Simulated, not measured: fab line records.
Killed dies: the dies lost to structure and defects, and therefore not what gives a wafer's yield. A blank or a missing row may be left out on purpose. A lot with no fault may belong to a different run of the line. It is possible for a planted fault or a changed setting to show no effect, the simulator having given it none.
fab line records ; flow n5Finfet
record: lots: 7; wafers: 21
route steps=1938 shown BEOL_M9@1411 BEOL_M10@1500 BEOL_M11@1573 BEOL_M12@1649 BEOL_M13@1710 BEOL_M15@1773
startH: hours from the record's opening day to when the first of the lot's shown wafers began ; waitH: hours since the lot's step before ; " repeats the value in the row above ; L1.1+2: a row that stands for several wafers ; - no value, or no start was given ; * or withheld: withheld ; < > ~ a bound
route shown NAME@n: a module of which the file shows steps, and the number in the route of the first ; usual: the fault-free wafers' mean and standard deviation ; same: alike in all rows ; chamber/n: place in a boat ; sites: readings site by site ; _std_site: how widely they spread, as a standard deviation ; _edge_site: inner sites' mean taken away from outer sites' mean ; radiusMm: for every site, how far away it sits from the centre of the wafer ; mask NAME#n: copy n ; behind: the last tool/chamber to shape the wafer ; hold: the reason the lot was held/the length of the hold in hours/how it ended ; device: names the non-switching transistor (n, p or np) ; end of line: the same wafers' tests at the end of the route ; a step without rows: its recipe alone ; killed: dies lost to structure and defects at the first sort, not the wafer's yield ; map: the dies of a wafer, with x for killed, . for not killed, _ for no die there
set.NAME: setting as actually run; set.NAME@STEP: the setting as run at that earlier step ; model.NAME: the simulator's own value behind a step, which no gauge read
lots run with intentionally changed settings; tables by step, rows by wafer
== steps ==
step: N5_BEOL_M9_EXPOSE_08
recipe: maskId: M9; na: 1.35; sourceShape: dipole; sigmaInner: 0.411; sigmaOuter: 0.611; polarization: te; doseMj: 53.75
lot.wafer;tool;chamber;startH;waitH;mask;set.doseMj
L079.1+2+6;arfiScanner-01;0;234.18;-;M9#0;53.75
L084.1+2+5;arfiScanner-03;0;260.00;-;M9#0;53.75
L086.1;arfiScanner-01;0;266.21;-;M9#0;53.75
L086.3+6;arfiScanner-01;0;266.21;-;M9#0;57.53
L085.3;arfiScanner-02;0;266.99;-;M9#0;56.78
L085.4+6;arfiScanner-02;0;266.99;-;M9#0;53.75
L089.1+2;arfiScanner-02;0;283.25;-;M9#0;57.02
L089.4;arfiScanner-02;0;283.25;-;M9#0;53.75
L090.1+4;arfiScanner-02;0;302.03;-;M9#0;54.78
L090.5;arfiScanner-02;0;302.03;-;M9#0;53.75
L094.1;arfiScanner-03;0;332.24;-;M9#0;53.75
L094.3+6;arfiScanner-03;0;332.24;-;M9#0;50.01
step: N5_BEOL_M9_PEB_09
recipe: pebTempC: withheld; pebTimeS: 60; resist: CAR-ArF
step: N5_BEOL_M9_DEVELOP_10
recipe: developTimeS: 30; developer: TMAH; resist: CAR-ArF; rinseLiquid: diw; dry: airSpin; devTempC: 23
step: N5_BEOL_M9_CD_MEAS_11
recipe: targetCdNm: 64.1; landingEnergyEv: 500; detector: seInlens; polarity: opening
usual: cdNm: 64.1/0.61
lot.wafer;tool;chamber;startH;waitH;set.doseMj@BEOL_M9_EXPOSE_08;cdNm
L079.1;cdSem-03;0;234.30;-;53.75;63.2
L079.2;cdSem-03;0;234.30;-;53.75;64.0
L079.6;cdSem-03;0;234.30;-;53.75;64.7
L084.1;cdSem-03;0;260.12;-;53.75;64.6
L084.2;cdSem-03;0;260.12;-;53.75;64.8
L084.5;cdSem-03;0;260.12;-;53.75;64.8
L086.1;cdSem-03;0;266.34;-;53.75;64.8
L086.3;cdSem-03;0;266.34;-;57.53;68.3
L086.6;cdSem-03;0;266.34;-;57.53;68.4
L085.3;cdSem-03;0;267.10;-;56.78;66.2
L085.4;cdSem-03;0;267.10;-;53.75;64.4
L085.6;cdSem-03;0;267.10;-;53.75;63.7
L089.1;cdSem-01;0;283.37;-;57.02;67.7
L089.2;cdSem-01;0;283.37;-;57.02;67.2
L089.4;cdSem-01;0;283.37;-;53.75;65.2
L090.1;cdSem-02;0;302.15;-;54.78;65.0
L090.4;cdSem-02;0;302.15;-;54.78;65.1
L090.5;cdSem-02;0;302.15;-;53.75;63.2
L094.1;cdSem-02;0;332.37;-;53.75;63.1
L094.3;cdSem-02;0;332.37;-;50.01;60.8
L094.6;cdSem-02;0;332.37;-;50.01;60.6
step: N5_BEOL_M9_DESCUM_16
recipe: chemistry: O2; timeS: 7.9; sourcePowerW: 50; biasPowerW: 20; pressureMtorr: 20; rfFrequencyHz: 2.712e+07; tempC: 40; resist: CAR-ArF; o2FlowSccm: 225
step: N5_BEOL_M9_ETCH_61
recipe: chemistry: CF4; target: SiARC; targetDepthA: 390; maskMaterial: CAR-ArF; timeS: 65; ionEnergyEv: 80; pressureMtorr: 40; sourceW: 545; biasW: 36; Ar_flow_sccm: 100; cf4FlowSccm: 100; ends: cleared
lot.wafer;tool;chamber;startH;waitH;set.doseMj@BEOL_M9_EXPOSE_08;model.BEOL_M9.cdOffsetNm
L079.1;rieDiel-03;2;234.52;0.0;53.75;-1
L079.2;rieDiel-03;1;234.52;0.0;53.75;-0.6
L079.6;rieDiel-03;1;234.52;0.0;53.75;-0.2
L084.1+2;rieDiel-06;2,0;260.25;0.0;53.75;0.6
L084.5;rieDiel-06;1;260.25;0.0;53.75;0.8
L086.1;rieDiel-06;1;266.75;0.0;53.75;0.8
L086.3+6;rieDiel-06;3,1;266.75;0.0;57.53;4.2
L085.3;rieDiel-03;0;267.52;0.0;56.78;2.2
L085.4;rieDiel-03;0;267.52;0.0;53.75;0.6
L085.6;rieDiel-03;1;267.52;0.0;53.75;-0.4
L089.1+2;rieDiel-06;3,0;283.50;0.0;57.02;3.2
L089.4;rieDiel-06;3;283.50;0.0;53.75;1.4
L090.1;rieDiel-02;0;302.34;0.0;54.78;0.8
L090.4;rieDiel-02;1;302.34;0.0;54.78;1.6
L090.5;rieDiel-02;0;302.34;0.0;53.75;-0.8
L094.1;rieDiel-02;3;332.49;0.0;53.75;-0.8
L094.3;rieDiel-02;1;332.49;0.0;50.01;-2.8
L094.6;rieDiel-02;2;332.49;0.0;50.01;-4
step: N5_BEOL_M9_ETCH_62
recipe: chemistry: N2/H2; target: SOC; targetDepthA: 1100; overetchA: 220; maskMaterial: SiARC; tempC: 40; timeS: 165; ionEnergyEv: 200; pressureMtorr: 30; sourceW: 840; biasW: 150; n2FlowSccm: 200; h2FlowSccm: 200
lot.wafer;tool;chamber;startH;waitH;set.doseMj@BEOL_M9_EXPOSE_08;model.BEOL_M9.cdOffsetNm
L079.1;rieDiel-03;2;234.57;0.0;53.75;-0.8
L079.2;rieDiel-03;1;234.57;0.0;53.75;-0.6
L079.6;rieDiel-03;1;234.57;0.0;53.75;-0.4
L084.1+2;rieDiel-06;2,0;260.30;0.0;53.75;0.4
L084.5;rieDiel-06;1;260.30;0.0;53.75;0.6
L086.1;rieDiel-06;1;266.80;0.0;53.75;0.4
L086.3;rieDiel-06;3;266.80;0.0;57.53;4.4
L086.6;rieDiel-06;1;266.80;0.0;57.53;3.6
L085.3;rieDiel-03;0;267.57;0.0;56.78;2.4
L085.4;rieDiel-03;0;267.57;0.0;53.75;0.6
L085.6;rieDiel-03;1;267.57;0.0;53.75;-0.2
L089.1;rieDiel-06;3;283.55;0.0;57.02;3.6
L089.2;rieDiel-06;0;283.55;0.0;57.02;3.2
L089.4;rieDiel-06;3;283.55;0.0;53.75;1.4
L090.1;rieDiel-02;0;302.39;0.0;54.78;0.6
L090.4;rieDiel-02;1;302.39;0.0;54.78;1.6
L090.5;rieDiel-02;0;302.39;0.0;53.75;-1.4
L094.1;rieDiel-02;3;332.54;0.0;53.75;-0.8
L094.3;rieDiel-02;1;332.54;0.0;50.01;-2.8
L094.6;rieDiel-02;2;332.54;0.0;50.01;-3.8
step: N5_BEOL_M9_STRIP_68
recipe: chemistry: N2/H2; tempC: 40; n2FlowSccm: 200; h2FlowSccm: 200; rfFrequencyHz: 6e+07
step: N5_BEOL_M9_STRIP_67
recipe: chemistry: CF4; resist: SiARC; powerW: 300; biasPowerW: 75; pressureMtorr: 50; cf4FlowSccm: 150; rfFrequencyHz: 6e+07
step: N5_BEOL_M9_HM_OPEN_17
recipe: chemistry: Cl2/BCl3; targetDepthA: 200; overetchA: 60; target: TiN; maskMaterial: SOC; ionEnergyEv: 150; pressureMtorr: 10; icpW: 1000; biasW: 126; Cl2_flow_sccm: 53.25; bcl3FlowSccm: 21.75; Ar_flow_sccm: 25
lot.wafer;tool;chamber;startH;waitH;set.targetThkA@BEOL_M9_HM_DEP_02;set.doseMj@BEOL_M9_EXPOSE_08;model.BEOL_M9.cdOffsetNm;model.etch.depthNm
L079.1;rieMetal-03;1;234.76;0.0;200;53.75;-0.8;20.31
L079.2;rieMetal-03;0;234.76;0.0;200;53.75;-1;20.39
L079.6;rieMetal-03;1;234.76;0.0;181.7;53.75;-0.2;18.69
L084.1;rieMetal-03;1;260.48;0.0;200;53.75;0.8;19.52
L084.2;rieMetal-03;0;260.48;0.0;200;53.75;0.2;19.59
L084.5;rieMetal-03;1;260.48;0.0;200;53.75;0.8;19.6
L086.1;rieMetal-03;1;266.99;0.0;219.3;53.75;0.8;21.74
L086.3;rieMetal-03;0;266.99;0.0;219.3;57.53;4;21.57
L086.6;rieMetal-03;1;266.99;0.0;219.3;57.53;3.8;22.22
L085.3;rieMetal-01;1;267.79;0.1;210.6;56.78;2.4;20.64
L085.4;rieMetal-01;0;267.79;0.1;200;53.75;0.8;19.91
L085.6;rieMetal-01;0;267.79;0.1;210.6;53.75;-0.2;20.86
L089.1;rieMetal-03;1;283.73;0.0;200;57.02;3.6;20.07
L089.2;rieMetal-03;0;283.73;0.0;200;57.02;3;20.44
L089.4;rieMetal-03;0;283.73;0.0;200;53.75;1.2;20.31
L090.1;rieMetal-03;0;302.57;0.0;200;54.78;0.4;20.26
L090.4;rieMetal-03;0;302.57;0.0;212.7;54.78;1.4;21.39
L090.5;rieMetal-03;1;302.57;0.0;200;53.75;-1.2;20.01
L094.1;rieMetal-01;0;332.73;0.0;200;53.75;-1;19.95
L094.3;rieMetal-01;1;332.73;0.0;200;50.01;-2.8;19.97
L094.6;rieMetal-01;1;332.73;0.0;200;50.01;-3.8;19.8
step: N5_BEOL_M9_STRIP_19
recipe: chemistry: O2; powerW: 400; tempC: 40; pressureMtorr: 30; rfFrequencyHz: 6e+07; biasPowerW: 0; overashFraction: 0.2; o2FlowSccm: 225
step: N5_BEOL_M9_CD_MEAS_18
recipe: pitchNm: 140; targetCdNm: 70
usual: cdNm: 70.0/0.69
lot.wafer;tool;chamber;startH;waitH;set.doseMj@BEOL_M9_EXPOSE_08;cdNm
L079.1;cdSem-02;-;234.94;0.0;53.75;69.5
L079.2;cdSem-02;-;234.94;0.0;53.75;69.2
L079.6;cdSem-02;-;234.94;0.0;53.75;69.6
L084.1;cdSem-02;-;260.68;0.1;53.75;70.9
L084.2;cdSem-02;-;260.68;0.1;53.75;70.6
L084.5;cdSem-02;-;260.68;0.1;53.75;70.6
L086.1;cdSem-01;-;267.30;0.0;53.75;70.4
L086.3;cdSem-01;-;267.30;0.0;57.53;74.2
L086.6;cdSem-01;-;267.30;0.0;57.53;73.8
L085.3;cdSem-02;-;267.94;0.1;56.78;72.4
L085.4;cdSem-02;-;267.94;0.1;53.75;70.6
L085.6;cdSem-02;-;267.94;0.1;53.75;69.6
L089.1;cdSem-01;-;283.91;0.0;57.02;74.0
L089.2;cdSem-01;-;283.91;0.0;57.02;72.9
L089.4;cdSem-01;-;283.91;0.0;53.75;71.1
L090.1;cdSem-02;-;302.77;0.1;54.78;70.6
L090.4;cdSem-02;-;302.77;0.1;54.78;71.6
L090.5;cdSem-02;-;302.77;0.1;53.75;68.7
L094.1;cdSem-01;-;332.91;0.0;53.75;69.2
L094.3;cdSem-01;-;332.91;0.0;50.01;67.2
L094.6;cdSem-01;-;332.91;0.0;50.01;66.4
step: N5_BEOL_M9_COAT_63
recipe: resist: SOC; tempC: 250; timeS: 60; spinRpm: 1500; resistThkNm: 60
step: N5_BEOL_M9_COAT_64
recipe: resist: SiARC; tempC: 220; timeS: 60; spinRpm: 1500; resistThkNm: 12
step: N5_BEOL_M9_STRIP_73
recipe: chemistry: C4F6/O2; resist: SiARC; rfFrequencyHz: 6e+07
step: N5_BEOL_M9_STRIP_36
recipe: chemistry: N2/H2; powerW: 450; tempC: 40; pressureMtorr: 20; rfFrequencyHz: 6e+07; overashFraction: 0.3; biasPowerW: 7; h2Frac: 0.5; n2FlowSccm: 200; h2FlowSccm: 200
step: N5_BEOL_M9_TRENCH_ETCH_37
recipe: chemistry: C4F6/O2; targetDepthA: 1514.3; target: SiCOH_lowk; timeS: 49; ionEnergyEv: 250; pressureMtorr: 30; sourceW: 345; biasW: 185; Ar_flow_sccm: 300; C4F6_flow_sccm: 10; O2_flow_sccm: 10
lot.wafer;tool;chamber;startH;waitH;set.targetThkA@BEOL_M9_HM_DEP_02;model.TiN_of_BEOL_M9_HM_DEP_02.thkNm
L079.1+2;rieDiel-03;1,2;-;-;200;16.2
L079.6;rieDiel-03;1;-;-;181.7;14.6
L084.1+2+5;rieDiel-02;0,3,2;-;-;200;15.4
L085.3;rieDiel-06;3;-;-;210.6;16.4
L085.4;rieDiel-06;0;-;-;200;15.8
L085.6;rieDiel-06;3;-;-;210.6;16.6
L086.1;rieDiel-06;3;-;-;219.3;17.6
L086.3;rieDiel-06;0;-;-;219.3;17.4
L086.6;rieDiel-06;3;-;-;219.3;18
L089.1;rieDiel-06;0;-;-;200;16
L089.2+4;rieDiel-06;1,3;-;-;200;16.2
L090.1;rieDiel-06;2;-;-;200;16.2
L090.4;rieDiel-06;2;-;-;212.7;17.4
L090.5;rieDiel-06;1;-;-;200;15.8
L094.1+3+6;rieDiel-03;2,0,1;-;-;200;15.8
step: N5_BEOL_M9_ETCH_41
recipe: chemistry: CH3F/O2; target: SiCN; targetDepthA: 366; taperDeg: 2; timeS: 70.1; ionEnergyEv: 120; maskMaterial: TiN; pressureMtorr: 30; sourceW: 395; biasW: 75; Ar_flow_sccm: 150; CH3F_flow_sccm: 30; O2_flow_sccm: 20
step: N5_BEOL_M9_STRIP_80
recipe: chemistry: N2/H2; timeS: 10; powerW: 450; tempC: 40; pressureMtorr: 20; rfFrequencyHz: 6e+07; biasPowerW: 7; n2FlowSccm: 200; h2FlowSccm: 200
step: N5_BEOL_M9_PRECLEAN_42
recipe: chemistry: residueRemover; timeS: 60; tempC: 40
step: N5_BEOL_M9_SRD_43
recipe: timeS: 30; tempC: 23; rinseLiquid: diw; dry: ipaMarangoni
step: N5_BEOL_M9_CD_MEAS_35
recipe: targetCdNm: 70; targetCdYNm: 40; polarity: opening
usual: cdNm: 70.0/0.71
lot.wafer;tool;chamber;startH;waitH;set.doseMj@BEOL_M9_EXPOSE_08;cdNm
L079.1;cdSem-02;-;237.07;0.0;53.75;69.6
L079.2;cdSem-02;-;237.07;0.0;53.75;69.1
L079.6;cdSem-02;-;237.07;0.0;53.75;70.1
L084.1;cdSem-02;-;262.93;0.0;53.75;70.6
L084.2;cdSem-02;-;262.93;0.0;53.75;70.0
L084.5;cdSem-02;-;262.93;0.0;53.75;71.0
L085.3;cdSem-02;-;269.05;0.0;56.78;72.1
L085.4;cdSem-02;-;269.05;0.0;53.75;70.2
L085.6;cdSem-02;-;269.05;0.0;53.75;69.6
L086.1;cdSem-03;-;269.48;0.0;53.75;70.5
L086.3;cdSem-03;-;269.48;0.0;57.53;73.7
L086.6;cdSem-03;-;269.48;0.0;57.53;73.7
L089.1;cdSem-01;-;286.04;0.0;57.02;72.9
L089.2;cdSem-01;-;286.04;0.0;57.02;73.3
L089.4;cdSem-01;-;286.04;0.0;53.75;71.0
L090.1;cdSem-02;-;306.57;0.0;54.78;70.2
L090.4;cdSem-02;-;306.57;0.0;54.78;72.3
L090.5;cdSem-02;-;306.57;0.0;53.75;69.1
L094.1;cdSem-01;-;334.36;0.0;53.75;69.2
L094.3;cdSem-01;-;334.36;0.0;50.01;67.2
L094.6;cdSem-01;-;334.36;0.0;50.01;66.1
step: N5_BEOL_M10_PEB_26
recipe: pebTempC: withheld; pebTimeS: 60; resist: CAR-ArF
lot.wafer;tool;chamber;startH;waitH;set.pebTimeS
L079.1+2+6;lithoTrack-03;0;245.05;0.1;60
L084.1+2+5;lithoTrack-05;0;268.78;0.1;60
L085.3;lithoTrack-03;0;274.20;0.0;54.28
L085.4+6;lithoTrack-03;0;274.20;0.0;60
L086.1+3;lithoTrack-01;0;274.68;0.1;72.91
L086.6;lithoTrack-01;0;274.68;0.1;60
L089.1+2+4;lithoTrack-05;0;294.30;0.1;60
L090.1;lithoTrack-01;0;312.40;0.1;60
L090.4+5;lithoTrack-01;0;312.40;0.1;63.79
L094.1+3+6;lithoTrack-05;0;339.44;0.1;48.44
step: N5_BEOL_M10_DEVELOP_27
recipe: developTimeS: 30; developer: TMAH; resist: CAR-ArF; rinseLiquid: diw; dry: airSpin; devTempC: 23
step: N5_BEOL_M10_CD_MEAS_28
recipe: targetCdNm: 70; landingEnergyEv: 500; detector: seInlens; polarity: opening
usual: cdNm: 69.9/1.2
lot.wafer;tool;chamber;startH;waitH;set.pebTimeS@BEOL_M10_PEB_26;cdNm
L079.1;cdSem-02;0;245.12;-;60;68.5
L079.2;cdSem-02;0;245.12;-;60;68.9
L079.6;cdSem-02;0;245.12;-;60;69.9
L084.1;cdSem-01;0;268.85;-;60;69.9
L084.2;cdSem-01;0;268.85;-;60;70.5
L084.5;cdSem-01;0;268.85;-;60;70.4
L085.3;cdSem-01;0;274.27;-;54.28;64.5
L085.4;cdSem-01;0;274.27;-;60;70.0
L085.6;cdSem-01;0;274.27;-;60;69.9
L086.1;cdSem-03;0;274.75;-;72.91;77.1
L086.3;cdSem-03;0;274.75;-;72.91;78.1
L086.6;cdSem-03;0;274.75;-;60;68.7
L089.1;cdSem-01;0;294.36;-;60;70.6
L089.2;cdSem-01;0;294.36;-;60;70.4
L089.4;cdSem-01;0;294.36;-;60;71.0
L090.1;cdSem-03;0;312.46;-;60;70.9
L090.4;cdSem-03;0;312.46;-;63.79;73.7
L090.5;cdSem-03;0;312.46;-;63.79;72.9
L094.1;cdSem-02;0;339.50;-;48.44;61.4
L094.3;cdSem-02;0;339.50;-;48.44;59.2
L094.6;cdSem-02;0;339.50;-;48.44;60.4
step: N5_BEOL_M11_ETCH_66
recipe: chemistry: N2/H2; target: SOC; targetDepthA: 1200; overetchA: 240; maskMaterial: SiARC; tempC: 40; timeS: 180; ionEnergyEv: 200; pressureMtorr: 30; sourceW: 840; biasW: 150; n2FlowSccm: 200; h2FlowSccm: 200
lot.wafer;tool;chamber;startH;waitH;set.timeS;model.SiARC_of_BEOL_M11_COAT_64.thkNm
L079.1+6;rieDiel-02;3;253.97;0.0;161.1;23.8
L079.2;rieDiel-02;0;253.97;0.0;180;22.8
L084.1;rieDiel-03;2;276.63;0.0;180;23
L084.2;rieDiel-03;1;276.63;0.0;180;23.2
L084.5;rieDiel-03;1;276.63;0.0;180;23.4
L085.3;rieDiel-02;2;279.98;0.0;180;23.2
L085.4;rieDiel-02;1;279.98;0.0;180;23.4
L085.6;rieDiel-02;0;279.98;0.0;180;22.8
L086.1;rieDiel-03;3;282.88;0.0;180;23.2
L086.3;rieDiel-03;0;282.88;0.0;180;23.4
L086.6;rieDiel-03;3;282.88;0.0;215.5;21.8
L089.1;rieDiel-06;1;301.95;0.1;180;22.8
L089.2;rieDiel-06;2;301.95;0.1;199.7;22.6
L089.4;rieDiel-06;1;301.95;0.1;199.7;22
L090.1+5;rieDiel-03;0,1;322.35;0.0;220.4;21.8
L090.4;rieDiel-03;3;322.35;0.0;180;23.2
L094.1;rieDiel-03;1;346.18;0.0;209.1;22.2
L094.3+6;rieDiel-03;3,0;346.18;0.0;180;23.2
step: N5_BEOL_M12_SPUTTER_44
recipe: material: Ta; targetThkA: 100; tempC: 50; biasV: 80; powerW: 15000; chamberPressurePa: 0.07; timeS: 16.13
lot.wafer;tool;chamber;startH;waitH;set.timeS;model.Ta_of_BEOL_M12_SPUTTER_44.thkNm
L079.1;pvdSputter-01;-;262.86;0.0;16.13;10.2
L079.2;pvdSputter-01;-;262.86;0.0;16.13;10.4
L079.6;pvdSputter-01;-;262.86;0.0;16.82;10.6
L084.1+5;pvdSputter-02;-;282.96;0.0;16.13;9.8
L084.2;pvdSputter-02;-;282.96;0.0;16.13;10.2
L085.3+4;pvdSputter-02;-;287.52;0.0;16.97;10.4
L085.6;pvdSputter-02;-;287.52;0.0;16.97;10.6
L086.1;pvdSputter-02;-;292.39;0.0;14.28;9
L086.3;pvdSputter-02;-;292.39;0.0;16.13;10
L086.6;pvdSputter-02;-;292.39;0.0;14.28;9.2
L089.1;pvdSputter-02;-;310.32;0.0;14.11;8.6
L089.2;pvdSputter-02;-;310.32;0.0;16.13;10
L089.4;pvdSputter-02;-;310.32;0.0;14.11;8.8
L090.1;pvdSputter-01;-;331.07;0.0;15.41;9.2
L090.4;pvdSputter-01;-;331.07;0.0;15.41;9.6
L090.5;pvdSputter-01;-;331.07;0.0;16.13;9.8
L094.1+6;pvdSputter-03;-;352.24;0.0;14.08;8.8
L094.3;pvdSputter-03;-;352.24;0.0;16.13;10.2
step: N5_BEOL_M13_CMP_49
recipe: stopOn: SiOC; tOverpolishS: 17.1; downForcePsi: 1; platenRpm: 50; clearingPlatenDownForcePsi: 1.5; clearingPlatenRpm: 50; postCmpClean: cuAlkaline; targetThkNm: 420; clearingPlatenPadVelocityMS: 0.99484; padVelocityMS: 0.99484
usual: barrierFieldEndpointS: 30.6/1
lot.wafer;tool;chamber;startH;waitH;set.downForcePsi;barrierFieldEndpointS
L079.1;cmp-02;0;270.42;0.3;1;29.9
L079.2;cmp-02;1;270.42;0.3;1;31.5
L079.6;cmp-02;3;270.42;0.3;1;31.9
L084.1;cmp-02;3;289.00;0.3;1;31.3
L084.2;cmp-02;1;289.00;0.3;1;31.6
L084.5;cmp-02;2;289.00;0.3;1;32.0
L085.3;cmp-02;3;292.76;0.2;1;31.6
L085.4;cmp-02;0;292.76;0.2;1.108;26.9
L085.6;cmp-02;2;292.76;0.2;1.108;29.6
L086.1;cmp-01;1;299.43;0.3;1.221;25.8
L086.3;cmp-01;2;299.43;0.3;1.221;24.6
L086.6;cmp-01;3;299.43;0.3;1;31.5
L089.1;cmp-01;2;315.84;0.3;1.061;27.2
L089.4;cmp-01;3;315.84;0.3;1;29.8
L089.2;cmp-01;0;315.84;0.3;1.061;26.5
L090.1;cmp-02;1;336.61;0.3;0.8628;36.4
L090.4;cmp-02;2;336.61;0.3;1;31.6
L090.5;cmp-02;2;336.61;0.3;1;31.1
L094.1;cmp-01;2;360.26;0.3;0.8582;36.5
L094.3;cmp-01;3;360.26;0.3;1;31.4
L094.6;cmp-01;1;360.26;0.3;0.8582;36.7
step: N5_BEOL_M15_ILD_DEP_00
recipe: material: SiO2; targetThkA: 16293; tempC: 400; precursor: TEOS/O2; pressureTorr: 6.5; rfW: 900; teosFlowSccm: 161.4; gas: O2; flowSccm: 2650; timeS: 346.1
lot.wafer;tool;chamber;startH;waitH;set.timeS;model.SiO2_of_BEOL_M15_ILD_DEP_00.thkNm
L079.1;pecvd-02;2;277.21;0.0;346.1;1621
L079.2;pecvd-02;1;277.21;0.0;346.1;1630
L079.6;pecvd-02;0;277.21;0.0;346.1;1679
L084.1;pecvd-03;1;295.94;0.0;346.1;1623
L084.2;pecvd-03;0;295.94;0.0;346.1;1622
L084.5;pecvd-03;1;295.94;0.0;346.1;1646
L085.3;pecvd-03;2;299.55;0.0;346.1;1618
L085.4;pecvd-03;0;299.55;0.0;346.1;1643
L085.6;pecvd-03;1;299.55;0.0;299;1403
L086.1;pecvd-01;2;304.38;0.0;390.1;1841
L086.3;pecvd-01;0;304.38;0.0;346.1;1604
L086.6;pecvd-01;2;304.38;0.0;346.1;1652
L089.1;pecvd-03;0;324.48;0.0;346.1;1629
L089.2;pecvd-03;2;324.48;0.0;346.1;1637
L089.4;pecvd-03;1;324.48;0.0;346.1;1645
L090.1;pecvd-01;0;342.49;0.0;346.1;1594
L090.4;pecvd-01;2;342.49;0.0;346.1;1668
L090.5;pecvd-01;0;342.49;0.0;298.5;1398
L094.1+6;pecvd-03;0,1;367.29;0.0;346.1;1630
L094.3;pecvd-03;1;367.29;0.0;346.1;1590
step: N5_BEOL_M15_THK_MEAS_01
recipe: reads: SiO2_of_BEOL_M15_ILD_DEP_00
usual: M15_ILD_THK: 1630/23
lot.wafer;tool;chamber;startH;waitH;set.timeS@BEOL_M15_ILD_DEP_00;M15_ILD_THK[nm]
L079.1;filmMetro-01;-;277.46;0.1;346.1;1620
L079.2;filmMetro-01;-;277.46;0.1;346.1;1630
L079.6;filmMetro-01;-;277.46;0.1;346.1;1680
L084.1;filmMetro-02;-;296.30;0.2;346.1;1623
L084.2;filmMetro-02;-;296.30;0.2;346.1;1622
L084.5;filmMetro-02;-;296.30;0.2;346.1;1646
L085.3;filmMetro-02;-;299.80;0.1;346.1;1618
L085.4;filmMetro-02;-;299.80;0.1;346.1;1642
L085.6;filmMetro-02;-;299.80;0.1;299;1403
L086.1;filmMetro-02;-;304.63;0.1;390.1;1840
L086.3;filmMetro-02;-;304.63;0.1;346.1;1604
L086.6;filmMetro-02;-;304.63;0.1;346.1;1652
L089.1;filmMetro-01;-;324.73;0.1;346.1;1629
L089.2;filmMetro-01;-;324.73;0.1;346.1;1635
L089.4;filmMetro-01;-;324.73;0.1;346.1;1646
L090.1;filmMetro-01;-;342.74;0.1;346.1;1595
L090.4;filmMetro-01;-;342.74;0.1;346.1;1668
L090.5;filmMetro-01;-;342.74;0.1;298.5;1397
L094.1;filmMetro-01;-;367.54;0.1;346.1;1630
L094.3;filmMetro-01;-;367.54;0.1;346.1;1592
L094.6;filmMetro-01;-;367.54;0.1;346.1;1630
== key ==
split: step: N5_BEOL_M9_EXPOSE_08; setting: doseMj; stated: 53.75; by: wafer
response: step: N5_BEOL_M9_CD_MEAS_11; reading: cdNm; change: +0.419; per: 1%; r: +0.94
response: step: N5_BEOL_M9_ETCH_61; reading: model.BEOL_M9.cdOffsetNm; change: +0.403; per: 1%; r: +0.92
response: step: N5_BEOL_M9_ETCH_62; reading: model.BEOL_M9.cdOffsetNm; change: +0.423; per: 1%; r: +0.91
response: step: N5_BEOL_M9_HM_OPEN_17; reading: model.BEOL_M9.cdOffsetNm; change: +0.39; per: 1%; r: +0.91
response: step: N5_BEOL_M9_CD_MEAS_18; reading: cdNm; change: +0.433; per: 1%; r: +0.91
response: step: N5_BEOL_M9_CD_MEAS_35; reading: cdNm; change: +0.403; per: 1%; r: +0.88
split: step: N5_BEOL_M10_PEB_26; setting: pebTimeS; stated: 60; by: wafer
response: step: N5_BEOL_M10_CD_MEAS_28; reading: cdNm; change: +0.437; per: 1%; r: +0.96
split: step: N5_BEOL_M11_ETCH_66; setting: timeS; stated: 180; by: wafer
response: step: N5_BEOL_M11_ETCH_66; reading: model.SiARC_of_BEOL_M11_COAT_64.thkNm; change: -0.0673; per: 1%; r: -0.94
split: step: N5_BEOL_M12_SPUTTER_44; setting: timeS; stated: 16.13; by: wafer
response: step: N5_BEOL_M12_SPUTTER_44; reading: model.Ta_of_BEOL_M12_SPUTTER_44.thkNm; change: +0.0972; per: 1%; r: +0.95
split: step: N5_BEOL_M13_CMP_49; setting: downForcePsi; stated: 1; by: wafer
response: step: N5_BEOL_M13_CMP_49; reading: barrierFieldEndpointS; change: -0.327; per: 1%; r: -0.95
split: step: N5_BEOL_M15_ILD_DEP_00; setting: timeS; stated: 346.1; by: wafer
response: step: N5_BEOL_M15_ILD_DEP_00; reading: model.SiO2_of_BEOL_M15_ILD_DEP_00.thkNm; change: +16.8; per: 1%; r: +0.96
response: step: N5_BEOL_M15_THK_MEAS_01; reading: M15_ILD_THK; change: +16.8; per: 1%; r: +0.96
split outsideThisFile step=N5_BEOL_M9_HM_DEP_02 setting=targetThkA
split outsideThisFile: this setting was split too, and the file shows its column; the key of that split is in another file
